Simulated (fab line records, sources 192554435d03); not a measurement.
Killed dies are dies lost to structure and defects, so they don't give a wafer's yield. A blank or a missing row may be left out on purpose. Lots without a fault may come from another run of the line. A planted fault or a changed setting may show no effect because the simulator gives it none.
Which tool did it? | flow n5_finfet | 24 lots, 72 wafers sampled, at 6 steps of a route of 1938

WHAT THE GAUGES READ, wafer by wafer
N5_BEOL_M8_INSPECT_58: inspects for defects (darkfield).
lot  | measured     | on                | raw_defect_count
L074 | day 10 16:05 | defect_inspect-01 | 40 142 69
L075 | day 10 16:12 | defect_inspect-01 | 77 94 109
L076 | day 10 23:54 | defect_inspect-01 | 58 77 75
L078 | day 11 15:08 | defect_inspect-01 | 102 103 115
L077 | day 11 23:32 | defect_inspect-02 | 40 58 45
L079 | day 12 14:32 | defect_inspect-01 | 83 103 85
L080 | day 12 16:17 | defect_inspect-01 | 57 64 51
L081 | day 12 19:03 | defect_inspect-01 | 73 86 66
L082 | day 13 02:19 | defect_inspect-01 | 52 67 41
L083 | day 14 02:15 | defect_inspect-01 | 66 80 51
L084 | day 14 19:11 | defect_inspect-02 | 51 100 107
L085 | day 14 19:24 | defect_inspect-01 | 53 32 33
L088 | day 15 05:27 | defect_inspect-01 | 96 103 68
L086 | day 15 06:53 | defect_inspect-02 | 68 57 51
L087 | day 15 07:09 | defect_inspect-01 | 109 58 64
L089 | day 15 08:50 | defect_inspect-02 | 45 78 57
L092 | day 15 13:02 | defect_inspect-01 | 82 51 79
L090 | day 15 15:22 | defect_inspect-01 | 41 70 55
L091 | day 16 02:58 | defect_inspect-02 | 43 46 55
L094 | day 16 04:38 | defect_inspect-01 | 83 94 80
L093 | day 16 11:03 | defect_inspect-01 | 63 66 43
L095 | day 16 11:28 | defect_inspect-01 | 33 73 57
L096 | day 16 13:22 | defect_inspect-01 | 45 72 67
L097 | day 17 16:04 | defect_inspect-02 | 36 71 46

N5_BEOL_M9_OVL_MEAS_12.
lot  | measured     | on         | M9_OVL (nm)
L074 | day 10 17:43 | overlay-02 | -0.3 0.3 -0.6
L075 | day 10 18:32 | overlay-02 | -0.6 -0.1 0.1
L076 | day 11 01:44 | overlay-01 | -1.4 -1.0 -1.4
L078 | day 11 17:08 | overlay-02 | -1.2 -0.9 -0.9
L077 | day 12 00:56 | overlay-01 | -0.4 -0.7 -1.2
L079 | day 12 16:44 | overlay-01 | -0.1 0.0 -1.5
L080 | day 12 18:59 | overlay-02 | -0.5 -1.4 -1.3
L081 | day 12 20:22 | overlay-02 | -0.5 -0.5 -1.8
L082 | day 13 04:01 | overlay-02 | -1.4 -2.0 -1.2
L083 | day 14 04:36 | overlay-02 | -0.2 -0.2 -0.7
L084 | day 14 23:49 | overlay-01 | -0.8 -1.8 -2.0
L085 | day 14 23:59 | overlay-01 | -1.9 -0.3 -0.4
L088 | day 15 07:29 | overlay-02 | 0.0 -1.5 0.2
L086 | day 15 09:27 | overlay-02 | -0.5 -0.4 -0.4
L087 | day 15 09:39 | overlay-02 | -0.4 -0.4 -0.7
L089 | day 15 10:07 | overlay-02 | 0.5 0.1 0.3
L092 | day 15 15:36 | overlay-01 | -1.0 -1.8 -1.0
L090 | day 15 17:45 | overlay-02 | -1.1 0.0 -1.5
L091 | day 16 04:46 | overlay-01 | -0.8 -1.7 -1.1
L094 | day 16 08:19 | overlay-01 | 0.4 -0.9 -0.7
L093 | day 16 12:47 | overlay-02 | -0.1 -0.7 -0.9
L095 | day 16 15:13 | overlay-01 | -0.1 -0.4 -0.1
L096 | day 16 15:22 | overlay-01 | -1.3 -0.3 -0.8
L097 | day 17 20:40 | overlay-02 | -0.5 -1.3 -1.1

N5_BEOL_M9_OVL_MEAS_29.
lot  | measured     | on         | V8_OVL (nm)
L074 | day 10 19:56 | overlay-02 | 1.1 0.2 0.5
L075 | day 10 19:46 | overlay-01 | 0.2 -0.1 0.0
L076 | day 11 02:53 | overlay-01 | -1.5 -1.0 -0.6
L078 | day 11 19:48 | overlay-02 | -1.2 -0.3 -2.3
L077 | day 12 03:59 | overlay-02 | -0.7 0.0 0.3
L079 | day 12 17:43 | overlay-01 | -0.8 0.2 -1.1
L080 | day 12 22:31 | overlay-02 | 1.2 0.1 0.1
L081 | day 12 22:47 | overlay-02 | 0.2 -0.8 -0.3
L082 | day 13 05:23 | overlay-01 | -0.8 -2.0 -0.9
L083 | day 14 05:27 | overlay-01 | -0.8 -1.4 -0.9
L084 | day 15 01:53 | overlay-01 | -0.4 -0.9 0.0
L085 | day 15 01:43 | overlay-01 | -0.2 0.5 -0.2
L088 | day 15 08:21 | overlay-02 | 0.2 0.8 -0.3
L086 | day 15 10:25 | overlay-02 | -0.6 -0.7 -0.1
L087 | day 15 10:29 | overlay-02 | -0.3 -1.4 0.5
L089 | day 15 13:29 | overlay-02 | -0.2 -1.2 -0.4
L092 | day 15 20:44 | overlay-02 | 0.5 -0.1 0.2
L090 | day 15 20:55 | overlay-02 | 0.0 -0.3 -0.9
L091 | day 16 06:56 | overlay-02 | 0.4 -0.5 -0.5
L094 | day 16 10:14 | overlay-01 | -0.8 -1.6 -1.3
L093 | day 16 13:43 | overlay-02 | 0.8 0.7 -0.3
L095 | day 16 17:28 | overlay-02 | 0.4 -1.1 0.2
L096 | day 16 17:30 | overlay-01 | -0.8 -0.2 1.4
L097 | day 18 00:29 | overlay-02 | 0.6 -1.3 -0.8

N5_BEOL_M10_INSPECT_13: inspects for defects (brightfield).
lot  | measured     | on                | raw_defect_count
L074 | day 11 01:44 | defect_inspect-02 | 404 338 239
L075 | day 11 01:35 | defect_inspect-01 | 397 324 531
L076 | day 11 07:07 | defect_inspect-02 | 497 306 526
L078 | day 12 00:34 | defect_inspect-01 | 483 304 278
L077 | day 12 09:16 | defect_inspect-02 | 424 495 481
L079 | day 12 23:57 | defect_inspect-01 | 442 348 453
L080 | day 13 03:49 | defect_inspect-01 | 417 594 367
L081 | day 13 04:00 | defect_inspect-01 | 350 375 351
L082 | day 13 12:05 | defect_inspect-01 | 750 491 519
L083 | day 14 10:35 | defect_inspect-01 | 387 352 280
L084 | day 15 07:19 | defect_inspect-01 | 290 443 333
L085 | day 15 07:10 | defect_inspect-02 | 393 400 315
L088 | day 15 12:28 | defect_inspect-02 | 450 384 386
L086 | day 15 17:46 | defect_inspect-01 | 325 368 412
L087 | day 15 17:48 | defect_inspect-01 | 354 491 468
L089 | day 15 21:54 | defect_inspect-02 | 318 395 287
L092 | day 16 01:55 | defect_inspect-02 | 454 373 340
L090 | day 16 03:04 | defect_inspect-01 | 438 513 516
L091 | day 16 12:37 | defect_inspect-01 | 313 427 407
L094 | day 16 15:26 | defect_inspect-01 | 378 582 432
L093 | day 16 19:13 | defect_inspect-02 | 383 541 403
L095 | day 17 01:02 | defect_inspect-02 | 487 390 378
L096 | day 17 01:41 | defect_inspect-02 | 439 532 420
L097 | day 18 05:49 | defect_inspect-01 | 415 488 513

WHICH TOOL RAN EACH LOT (tool, then ch and the chambers of the sampled wafers, then the start)
lot  | N5_BEOL_M8_CURE_75            | N5_BEOL_M8_DEP_56
L074 | uv_cure-03 ch 2, day 10 13:58 | pecvd-01 ch 0,1,2, day 10 15:59
L075 | uv_cure-03 ch 1, day 10 14:16 | pecvd-03 ch 0,1, day 10 16:06
L076 | uv_cure-02 ch 1, day 10 20:48 | pecvd-04 ch 0,1, day 10 23:48
L078 | uv_cure-03 ch 0, day 11 12:16 | pecvd-01 ch 0,1,2, day 11 15:02
L077 | uv_cure-01 ch 1, day 11 20:33 | pecvd-01 ch 0,2, day 11 23:26
L079 | uv_cure-01 ch 2, day 12 12:33 | pecvd-03 ch 0,1,2, day 12 14:27
L080 | uv_cure-02 ch 1, day 12 12:35 | pecvd-03 ch 0,2, day 12 16:11
L081 | uv_cure-02 ch 0, day 12 15:10 | pecvd-04 ch 0,1,2, day 12 18:57
L082 | uv_cure-03 ch 2, day 13 00:07 | pecvd-01 ch 0,1, day 13 02:13
L083 | uv_cure-03 ch 2, day 13 22:28 | pecvd-03 ch 0,1, day 14 02:09
L084 | uv_cure-02 ch 2, day 14 14:56 | pecvd-03 ch 0,1,2, day 14 19:06
L085 | uv_cure-01 ch 1, day 14 14:57 | pecvd-03 ch 0,1, day 14 19:18
L088 | uv_cure-01 ch 2, day 15 02:38 | pecvd-04 ch 0,1,2, day 15 05:22
L086 | uv_cure-01 ch 2, day 15 04:07 | pecvd-03 ch 1,2, day 15 06:47
L087 | uv_cure-02 ch 2, day 15 04:10 | pecvd-01 ch 1,2, day 15 07:04
L089 | uv_cure-03 ch 0, day 15 06:07 | pecvd-01 ch 1,2, day 15 08:44
L092 | uv_cure-03 ch 2, day 15 10:59 | pecvd-04 ch 1,2, day 15 12:56
L090 | uv_cure-03 ch 1, day 15 12:14 | pecvd-03 ch 0,1,2, day 15 15:17
L091 | uv_cure-01 ch 2, day 16 00:20 | pecvd-03 ch 0,1,2, day 16 02:52
L094 | uv_cure-03 ch 1, day 16 01:50 | pecvd-04 ch 1,2, day 16 04:31
L093 | uv_cure-03 ch 0, day 16 08:11 | pecvd-03 ch 0,2, day 16 10:58
L095 | uv_cure-01 ch 0, day 16 08:22 | pecvd-01 ch 0,2, day 16 11:22
L096 | uv_cure-03 ch 1, day 16 11:14 | pecvd-03 ch 0,1,2, day 16 13:16
L097 | uv_cure-02 ch 1, day 17 13:54 | pecvd-04 ch 0,2, day 17 15:58
- N5_BEOL_M8_CURE_75: cures SiCOH lowk, time 120 s.
- N5_BEOL_M8_DEP_56: deposits SiCN from 3MS/NH3, target thk 10 nm, time 17.5 s.

WHAT THE TOOLS THEMSELVES READ (means of the sampled wafers that have a number; where no wafer has one, the mark that the record gives instead)
N5_BEOL_M8_CURE_75.
lot  | tool       | lamp_power_pct (%) | wafer_temp_C_max
L074 | uv_cure-03 | 52.31              | 372.3
L075 | uv_cure-03 | 52.34              | 371.9
L076 | uv_cure-02 | 52.34              | 372.2
L078 | uv_cure-03 | 52.26              | 371.3
L077 | uv_cure-01 | 52.39              | 372.3
L079 | uv_cure-01 | 52.39              | 371.3
L080 | uv_cure-02 | 52.27              | 372.2
L081 | uv_cure-02 | 52.33              | 371.8
L082 | uv_cure-03 | 52.35              | 372.3
L083 | uv_cure-03 | 52.33              | 371.6
L084 | uv_cure-02 | 52.27              | 372.5
L085 | uv_cure-01 | 52.31              | 372.5
L088 | uv_cure-01 | 52.35              | 371.5
L086 | uv_cure-01 | 52.30              | 371.1
L087 | uv_cure-02 | 52.32              | 372.6
L089 | uv_cure-03 | 52.28              | 371.4
L092 | uv_cure-03 | 52.30              | 372.0
L090 | uv_cure-03 | 52.34              | 372.5
L091 | uv_cure-01 | 52.34              | 371.4
L094 | uv_cure-03 | 52.26              | 372.6
L093 | uv_cure-03 | 52.28              | 371.3
L095 | uv_cure-01 | 52.39              | 371.6
L096 | uv_cure-03 | 52.35              | 372.2
L097 | uv_cure-02 | 52.31              | 372.4

N5_BEOL_M8_DEP_56.
lot  | tool     | showerhead_plenum_p_Torr (Torr) | throttle_valve_pct (%)
L074 | pecvd-01 | 3.662                           | 9.2
L075 | pecvd-03 | 3.657                           | 8.8
L076 | pecvd-04 | 3.657                           | 9.8
L078 | pecvd-01 | 3.659                           | 9.1
L077 | pecvd-01 | 3.664                           | 8.8
L079 | pecvd-03 | 3.655                           | 8.7
L080 | pecvd-03 | 3.657                           | 8.8
L081 | pecvd-04 | 3.654                           | 9.3
L082 | pecvd-01 | 3.647                           | 9.3
L083 | pecvd-03 | 3.658                           | 8.7
L084 | pecvd-03 | 3.659                           | 8.8
L085 | pecvd-03 | 3.648                           | 8.7
L088 | pecvd-04 | 3.649                           | 9.4
L086 | pecvd-03 | 3.654                           | 8.9
L087 | pecvd-01 | 3.663                           | 9.0
L089 | pecvd-01 | 3.669                           | 8.7
L092 | pecvd-04 | 3.654                           | 9.5
L090 | pecvd-03 | 3.659                           | 8.9
L091 | pecvd-03 | 3.655                           | 8.8
L094 | pecvd-04 | 3.650                           | 9.3
L093 | pecvd-03 | 3.654                           | 8.8
L095 | pecvd-01 | 3.658                           | 9.1
L096 | pecvd-03 | 3.656                           | 8.7
L097 | pecvd-04 | 3.651                           | 9.2

THE ANSWER, worked out from the rows above alone
Rule: what is usual is taken from the lots themselves. Put in order of their means at a reading, lots are off if they are a third of the lots or fewer, leave a main group of 4 or more, and stand apart from it by a gap of 3 or more times the standard deviation of the main group's means; of several such gaps the widest counts. A main group whose means are all the same, to the digits that the tables above print for the reading, isn't used. A lot without any number at a reading at which 4 lots or more have one is off too. The other lots that the step has rows for count as sound. The gauges are gone through in route order, then the tools' own readings, and for those a lot's mean is taken as printed above. The first step at which some lot is off is used, and at that step the reading that is off furthest; a lot without a number counts as furthest.
No lot is off at any reading shown: from this, nothing can be told.

WHAT THE SIMULATOR HAD PUT IN
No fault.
